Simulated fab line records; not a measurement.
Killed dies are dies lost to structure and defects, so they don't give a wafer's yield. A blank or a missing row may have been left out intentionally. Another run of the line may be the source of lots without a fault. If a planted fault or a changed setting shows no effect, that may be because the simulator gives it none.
Chamber matching | flow n5-finfet | pecvd-03 running N5_BEOL_M2_PECVD_72: 3 sister chambers
The step deposits SiO2 from TEOS/O2, target thk 16 nm, time 18 s. 20 wafers are shown with their chamber, then 10 later ones without.

== WAFERS PAIRED WITH THEIR CHAMBERS ==
wafer  | chamber | throttle-valve-pct (%) | heater-power-w (W) | showerhead-plenum-p-Torr (Torr)
L076.2 | 1       | 21.7                   | 721                | 8.83
L076.5 | 0       | 22.1                   | 614                | 8.84
L076.6 | 1       | 21.7                   | 716                | 8.82
L075.1 | 2       | 22.5                   | 715                | 8.86
L075.2 | 1       | 21.9                   | 677                | 8.82
L075.5 | 0       | 21.8                   | 597                | 8.82
L077.1 | 1       | 21.6                   | 766                | 8.81
L077.5 | 0       | 21.9                   | 626                | 8.82
L077.6 | 1       | 21.9                   | 783                | 8.82
L078.1 | 0       | 22.1                   | 514                | 8.83
L078.3 | 1       | 21.8                   | 772                | 8.82
L078.6 | 0       | 21.6                   | 520                | 8.81
L079.3 | 0       | 21.8                   | 564                | 8.82
L079.4 | 2       | 22.9                   | 662                | 8.83
L079.6 | 0       | 22.0                   | 566                | 8.83
L081.2 | 0       | 21.7                   | 518                | 8.83
L081.4 | 0       | 21.8                   | 496                | 8.77
L081.5 | 2       | 22.8                   | 699                | 8.87
L084.2 | 1       | 21.9                   | 686                | 8.80
L084.4 | 2       | 22.7                   | 613                | 8.86

SIGNATURES, as means of the wafers listed above
reading                  | chamber 0 | chamber 1 | chamber 2 | scatter within a chamber
throttle-valve-pct       | 21.867    | 21.786    | 22.725    | 0.156
heater-power-w           | 557.22    | 731.57    | 672.25    | 45.5
showerhead-plenum-p-Torr | 8.8189    | 8.8171    | 8.8550    | 0.0167
Rule: distance of a wafer from a chamber = root of the sum over the readings of ((wafer's reading minus chamber's mean) / reading's scatter) squared. The wafer belongs to the nearest chamber; if the next one is less than 2 further off, it can't be placed. The scatter: the root of (the sum of the squares of (reading less its chamber's mean) over the shown wafers, divided by (wafers less chambers)).

== WAFERS WITH NO CHAMBER GIVEN ==
wafer  | throttle-valve-pct (%) | heater-power-w (W) | showerhead-plenum-p-Torr (Torr)
L084.6 | 21.8                   | 676                | 8.79
L090.3 | 21.7                   | 696                | 8.82
L090.4 | 22.1                   | 531                | 8.84
L090.6 | 22.0                   | 536                | 8.85
L091.2 | 21.9                   | 673                | 8.83
L091.4 | 21.9                   | 579                | 8.83
L091.6 | 21.7                   | 685                | 8.82
L094.2 | 20.6                   | 613                | 8.86
L094.3 | 21.8                   | 809                | 8.81
L094.6 | 20.4                   | 583                | 8.84

== CHAMBER TAKEN BY EACH ==
wafer  | from the rows above     | in truth
L084.6 | can't be placed: 1 or 0 | 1
L090.3 | 1                       | 1
L090.4 | 0                       | 0
L090.6 | 0                       | 0
L091.2 | can't be placed: 1 or 0 | 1
L091.4 | 0                       | 0
L091.6 | can't be placed: 1 or 0 | 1
L094.2 | can't be placed: 1 or 0 | 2
L094.3 | 1                       | 1
L094.6 | can't be placed: 0 or 1 | 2
5 of 10 placed correctly. These rows do not allow placing 5 (true chamber among the candidates in 3). Placed wrongly: 0.
